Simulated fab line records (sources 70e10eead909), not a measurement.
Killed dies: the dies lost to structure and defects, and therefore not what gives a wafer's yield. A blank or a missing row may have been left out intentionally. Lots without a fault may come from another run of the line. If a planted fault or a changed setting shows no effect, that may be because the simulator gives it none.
A lot that was struck, set against a sound lot / flow nand harc / 43 steps out of a route of 1302
Sound: the wafers L519.1, L519.3, L519.5. Struck: wafers L529.3, L529.5 (left out: L529.2, a lot-mate that was not struck); the cause follows at the end.
Order at every step that has rows: each side's tool, ch and its chambers, its first start. Under that, the readings that differ: sound wafers / struck wafers / difference of the means / sigmas: that difference in standard deviations of wafers without a fault.
alike: readings with means less than 2 such deviations apart, plus words and numbers identical on both sides. not compared: withheld readings, readings lacking a value on some wafer, bounds such as >300 that could conceal the same value, and numbers that have no deviation in the record and whose values overlap.
A row with sigmas, a row that says differs or no value, or rows on one side alone: a step with any of these is where the two part. Numbers that don't overlap but have no deviation are shown without sigmas and don't part them. A reading that every wafer of one side lacks parts them only if that side has two wafers or more.

first, 7 steps without rows for these wafers: NHARC_P_M2_COAT_34 (time 65 s); NHARC_P_M2_COAT_03 (resist thk 90 nm); NHARC_P_M2_SOFTBAKE_04 (time 55 s); NHARC_P_M2_EBR_05; NHARC_P_M2_EXPOSE_06 (exposes mask P M2, target cd 170 nm); NHARC_P_M2_PEB_07 (peb time 65 s); NHARC_P_M2_DEVELOP_08 (develop time 35 s).
NHARC_P_M2_CD_MEAS_09: the cd target is 170 nm.
  sound on cd sem-03 ch 0, day 9 11:13; struck on cd sem-01 ch 0, day 13 12:11
  alike: cd nm
NHARC_P_M2_OVL_MEAS_10: pitch 340 nm.
  struck on overlay-01, day 13 12:16; sound on overlay-02, day 9 11:19
  alike: overlay x nm, overlay y nm
NHARC_P_M2_INSPECT_11:
  struck on defect inspect-01, day 13 12:18; sound on defect inspect-01, day 9 11:21
  alike: raw defect count
NHARC_P_M2_DESCUM_14: chemistry O2, time 3 s.
  sound on rie diel-02 ch 0,2,3, day 9 11:25; struck on rie diel-02 ch 2, day 13 12:22
  alike: drypump motor current A, oes product au, rf vpp V, showerhead plenum p Torr, throttle valve pct
  not compared: rf hours counter h
then, 1 step without rows for these wafers: NHARC_P_M2_ETCH_35 (etches the open film in N2/H2, target depth 40 nm, overetch 12 nm, time 43.94 s).
NHARC_P_M2_ETCH_15: etches the open film in C4F8/Ar, target depth 182.5 nm, time 91.2 s.
  sound on rie diel-02 ch 0,2,3, day 9 11:35; struck on rie diel-02 ch 1,2, day 13 12:33
reading=oes product au (a.u.); sound=0.923 0.923 0.942; struck=0.857 0.854; difference=-0.074; sigmas=-3
  alike: rf vpp V
  not compared: rf hours counter h
NHARC_P_M2_CD_MEAS_16:
  struck on cd sem-03, day 13 12:40; sound on cd sem-01, day 9 11:43
  alike: cd nm
then, 1 step without rows for these wafers: NHARC_P_M2_STRIP_18 (strips in N2/H2).
NHARC_P_M2_ETCH_28: etches the open film in CF4/N2, target depth 30 nm, time 72.99 s.
  sound: rie diel-02 ch 0,2,3; struck: rie diel-10 ch 2
  alike: drypump motor current A, oes product au, rf vpp V, showerhead plenum p Torr, throttle valve pct
  not compared: rf hours counter h
then, 4 steps without rows for these wafers: NHARC_P_M2_STRIP_19 (strips in post etch residue remover, time 600 s); NHARC_P_M2_DEGAS_29 (time 60 s); NHARC_P_M2_PRE_CLEAN_30 (time 30 s); NHARC_P_M2_PVD_20 (deposits TaN, target thk 5 nm, time 8.06 s).
NHARC_P_M2_PVD_21: deposits Cu, target thk 30 nm, time 20.49 s.
  sound on pvd sputter-03; struck on pvd sputter-03
  alike: cathode dc power W, chamber pressure pa, throttle valve pct
then, 1 step without rows for these wafers: NHARC_P_M2_ECD_22 (material Cu, target thk 400 nm).
NHARC_P_M2_ANNEAL_31: time 90 s.
  sound on rtp anneal-01 ch 0, day 9 13:10; struck on rtp anneal-02 ch 0, day 13 14:10
  alike: wafer_temp_C_max
then, 1 step without rows for these wafers: NHARC_P_M2_CMP_23 (polishes, t overpolish 20 s, target thk 144.3 nm).
NHARC_P_M2_THK_MEAS_24: measures by xrf.
  struck on film metro-01, day 13 14:47; sound on film metro-02, day 9 13:49
  alike: thk nm
then, 1 step without rows for these wafers: NHARC_P_M2_SRD_25.
NHARC_P_M2_INSPECT_27:
  struck on defect inspect-01, day 13 14:56; sound on defect inspect-02, day 9 13:59
  alike: raw defect count
NHARC_P_M2_PRE_CLEAN_32: time 12 s.
  sound on pecvd-01 ch 1,2, day 9 14:04; struck on pecvd-01 ch 1, day 13 15:00
  alike: heater power w
then, 3 steps without rows for these wafers: NHARC_P_M2_DEP_33 (deposits SiCN, target thk 30 nm); NHARC_P_BONDPAD_DEP_00 (deposits SiCN, target thk 250 nm); NHARC_P_BONDPAD_CMP_32 (polishes SiCN, target thk 200 nm).
NHARC_P_BONDPAD_THK_MEAS_33: measures by ellipsometry.
  struck on film metro-02, day 13 16:09; sound on film metro-02, day 9 15:12
  alike: thk nm
then, 9 steps without rows for these wafers: NHARC_P_BONDPAD_SRD_34; NHARC_P_BONDPAD_DEHYDRATE_01 (time 120 s); NHARC_P_BONDPAD_HMDS_02 (time 30 s); NHARC_P_BONDPAD_COAT_36 (time 65 s); NHARC_P_BONDPAD_COAT_03 (resist thk 600 nm); NHARC_P_BONDPAD_SOFTBAKE_04 (time 70 s); NHARC_P_BONDPAD_EBR_05; NHARC_P_BONDPAD_EXPOSE_06 (exposes mask P BPAD); NHARC_P_BONDPAD_PEB_07 (peb time 80 s).
-- here the record skips 16 days between the struck wafers' starts before and after, leaving off in module P_BONDPAD and picking up in module A_BLC (first step shown: number 1120 of the route) --
NHARC_A_BLC_DESCUM_15: chemistry O2, time 3 s.
  sound on rie diel-04 ch 0,3, day 25 13:39; struck on rie diel-12 ch 2, day 29 06:29
reading=model.A_BLC.cd nm (nm); sound=99.69 99.7 99.83; struck=104.9 105.1; difference=+5.3; sigmas=
  alike: drypump motor current A, oes product au, rf vpp V, showerhead plenum p Torr, throttle valve pct
  not compared: rf hours counter h
NHARC_A_BLC_ETCH_18: etches the open film in C4F8/O2/Ar, target depth 910 nm.
  sound on rie diel-13 ch 1,3, day 25 14:43; struck on rie diel-12 ch 2,3
reading=model.A_BLC.cd nm (nm); sound=97.81 100.4 98.6; struck=104.7 103.8; difference=+5.3; sigmas=
  alike: oes product au, rf vpp V
  not compared: rf hours counter h

== WHERE THEY PART ==
At NHARC_P_M2_ETCH_15 and nowhere else, as far as this record goes. Later steps at which nothing parts them and some readings are alike: NHARC_P_M2_CD_MEAS_16, NHARC_P_M2_ETCH_28, NHARC_P_M2_PVD_21, NHARC_P_M2_ANNEAL_31, NHARC_P_M2_THK_MEAS_24, NHARC_P_M2_INSPECT_27, NHARC_P_M2_PRE_CLEAN_32, NHARC_P_BONDPAD_THK_MEAS_33, NHARC_A_BLC_DESCUM_15, NHARC_A_BLC_ETCH_18.

WHY: whatever the simulator had introduced
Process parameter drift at NHARC_P_M2_ETCH_15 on rie diel-02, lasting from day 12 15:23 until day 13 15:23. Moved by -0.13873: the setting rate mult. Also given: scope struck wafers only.
